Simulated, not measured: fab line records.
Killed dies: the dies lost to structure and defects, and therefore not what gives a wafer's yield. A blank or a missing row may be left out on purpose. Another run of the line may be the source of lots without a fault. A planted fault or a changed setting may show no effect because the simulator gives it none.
Chamber matching | flow n5 finfet | N5_BEOL_M11_CURE_71 on uv cure-03: 3 sister chambers
The step cures SiCOH lowk, time 240 s. 3 wafers are shown with their chamber, then 9 later ones without.

WAFERS, EACH WITH ITS CHAMBER
wafer  | chamber | wafer_temp_C_max
L082.6 | 0       | 386.6
L088.6 | 2       | 385.7
L093.3 | 1       | 386.4

WAFERS WITHOUT THEIR CHAMBER
wafer  | wafer_temp_C_max
L093.4 | 387.0
L093.5 | 386.7
L093.6 | 386.5
L094.1 | 386.5
L094.2 | 386.1
L094.5 | 386.3
L097.1 | 386.8
L097.3 | 386.4
L097.6 | 386.5

THE CHAMBER EACH PASSED THROUGH
wafer  | from the rows above          | in truth
L093.4 | can't be placed: 0 or 1      | 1
L093.5 | can't be placed: 0 or 1      | 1
L093.6 | can't be placed: 0 or 1      | 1
L094.1 | can't be placed: 0 or 1      | 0
L094.2 | can't be placed: 1 or 2 or 0 | 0
L094.5 | can't be placed: 1 or 0      | 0
L097.1 | can't be placed: 0 or 1      | 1
L097.3 | can't be placed: 1 or 0      | 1
L097.6 | can't be placed: 0 or 1      | 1
Placed correctly: 0 of 9. These rows do not allow placing 9 (true chamber among the candidates in 9). 0 placed wrongly.
How it was worked out, from the rows above alone: a wafer's distance from a chamber is the root of the sum, over the readings, of the square of ((its reading less the chamber's mean) divided by the reading's scatter). If the next closest chamber is less than 2 further off than the closest, the wafer can't be placed; otherwise it belongs to the closest. For every chamber, the mean is computed from those of its wafers that are shown. The scatter (one wafer shown for each chamber): square how far every hidden wafer sits from the nearest shown wafer, average those squares and take the square root.
